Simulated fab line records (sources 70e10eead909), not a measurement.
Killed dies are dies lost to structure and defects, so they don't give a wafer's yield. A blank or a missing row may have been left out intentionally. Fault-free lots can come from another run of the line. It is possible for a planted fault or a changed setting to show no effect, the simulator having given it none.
One fault through the eyes of 2 desks ; flow nand-harc ; what lay behind the numbers comes last; until then each desk has only its own

== DESK OF THE TOOL OWNER: pvd-sputter-01 ==
The tool's own readings at NHARC_A_M0_PVD_20 (deposits TaN, target thk 5 nm, time 8.06 s): means of the sampled wafers that have a number, for each lot that ran on this tool. The brackets show how far a lot's mean lies from the usual mean; more than 4 standard deviations puts the lot out of limits, marked OUT.
Columns: A = throttle-valve-pct at NHARC_A_M0_PVD_20, usual 29.9 %
lot;first seen here;A
L646;day 23 07:37;29.4
L650;day 23 22:20;29.5
L649;day 23 23:40;30.0
L651;day 24 20:29;29.5
L652;day 24 22:58;29.1
This desk's verdict: no lot among the 5 shows anything out of limits.

== THE METROLOGY DESK ==
Means of the sampled wafers that have a number, per lot and without regard to the tool the lot ran on: this is what the gauges read. The brackets show how far a lot's mean lies from the usual mean; more than 4 standard deviations puts the lot out of limits, marked OUT.
Columns: A = cd-nm at NHARC_THIN_TSV_CD_MEAS_16, usual 998.0 nm
lot;first seen here;A
L647;day 23 17:30;999.3
L648;day 24 06:19;996.6
L646;day 24 07:22;994.4
L650;day 24 21:26;997.3
L649;day 24 22:36;995.1
L651;day 25 19:50;997.6
L652;day 25 21:01;999.0
L658;day 29 01:32;998.7
L659;day 29 02:44;1000.5
L661;day 29 14:25;999.0
L660;day 29 15:29;997.4
L663;day 31 03:23;1001.3
L664;day 31 07:14;998.3
L669;day 33 15:18;997.1
This desk's verdict: no lot among the 14 shows anything out of limits.

== TAKEN TOGETHER ==
The tool owner's desk saw nothing out of limits.
Metrology desk: nothing out of limits seen.

== WHAT THE SIMULATOR HAD PUT IN ==
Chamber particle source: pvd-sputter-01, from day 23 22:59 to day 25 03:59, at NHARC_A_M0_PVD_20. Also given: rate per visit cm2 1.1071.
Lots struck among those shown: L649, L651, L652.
